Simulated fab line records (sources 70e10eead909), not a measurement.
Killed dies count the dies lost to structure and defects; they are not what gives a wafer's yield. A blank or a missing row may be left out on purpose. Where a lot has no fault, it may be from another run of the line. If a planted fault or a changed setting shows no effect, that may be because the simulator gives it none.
Problem report, 8D (eight disciplines) form, completed by code -- flow nandHarc -- the parts of the form that need people (team, actions taken, sign-off) are left out

== 1. PROBLEM STATEMENT ==
Wafers without a fault read 232.6 s, standard deviation 0.53; runLengthS at NHARC_A_STAIRCASE_TRIM_233 reads a mean of 224.2 s on 6 wafers belonging to 2 lots. That is -16 standard deviations from the usual mean.
The step: chemistry O2, time 211.2 s.
First seen on wafer L438.4, day 13 07:30, on rieDiel-12. The record holds 36 wafers of 12 lots with a number at this step. Rule for "out", or "out of limits": more than 4 standard deviations from the usual mean. The rest of the wafers with a number are treated as sound.

== 2. WHAT IT IS; WHAT IT IS NOT ==
question,is,is not
which readings at this step,runLengthS,"drypumpMotorCurrentA, oesProductAu, rfVppV, showerheadPlenumPTorr, throttleValvePct"
which lots,"L438, L439","L430, L431, L433, L435, L445, L447, L449, L451, L452, L453"
which wafers of those lots,all that have a number,-
read on which tools,rieDiel-12,"rieDiel-10, rieDiel-11"
when,from day 13 07:30,"up to then (12 sound wafers); but 18 sound wafers of L445, L447, L449, L451, L452, L453 came after"

== 3. THE SUSPECTS, EACH WITH WHAT RULES IT OUT ==
Counting: a tool stays on the suspect list if, at a process step up to the reading, it processed all lots that are out and no sound lot following the first of them.
- rieDiel-12 at NHARC_A_STAIRCASE_ETCH_232 (etches the open film in C4F8/O2, target depth 100 nm, time 40.5 s): ruled out as a lasting fault. Following L438 (day 13 07:30), the first lot on it that is out, the sound lots L452 were run on it. NHARC_A_STAIRCASE_ETCH_232: start missing for some lots; hours and lot order therefore follow NHARC_A_STAIRCASE_TRIM_233.
- rieDiel-12 at NHARC_A_STAIRCASE_TRIM_233 (chemistry O2, time 211.2 s): ruled out as a lasting fault. Following L438 (day 13 07:30), the first lot on it that is out, the sound lots L452 were run on it.
Left after counting: nothing in the record.

== 4. THE CAUSE (what the simulator had put in) ==
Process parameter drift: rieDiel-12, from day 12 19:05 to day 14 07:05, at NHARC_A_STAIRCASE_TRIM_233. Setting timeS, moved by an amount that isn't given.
Counting ruled it out, wrongly.

== 5. SEQUENCE OF EFFECTS, ordered by route ==
One row per reading whose mean, taken over the struck wafers that have a number, lies over 3 standard deviations from the usual. Only readings whose record carries a usual standard deviation are examined. hours: median over the lots of the time between each lot's start at the first step of this table that gives one and its start at this step. sigmas: the change, counted in usual standard deviations.
hours,step,reading,usual,on struck wafers,change,sigmas
0,NHARC_A_STAIRCASE_TRIM_233,runLengthS,232.6 s,224.2,-8.4,-16
The process steps in it:
- NHARC_A_STAIRCASE_TRIM_233: chemistry O2, time 211.2 s.
At these later measuring or inspecting steps, every struck wafer for which the step has a row has a number for every such reading, and none has moved that far: NHARC_END_SORT_01.

== 6. WHAT WOULD HAVE CAUGHT IT SOONER ==
In this record no reading fell out of limits until day 13 07:30, 12 hours after the fault had begun at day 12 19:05.
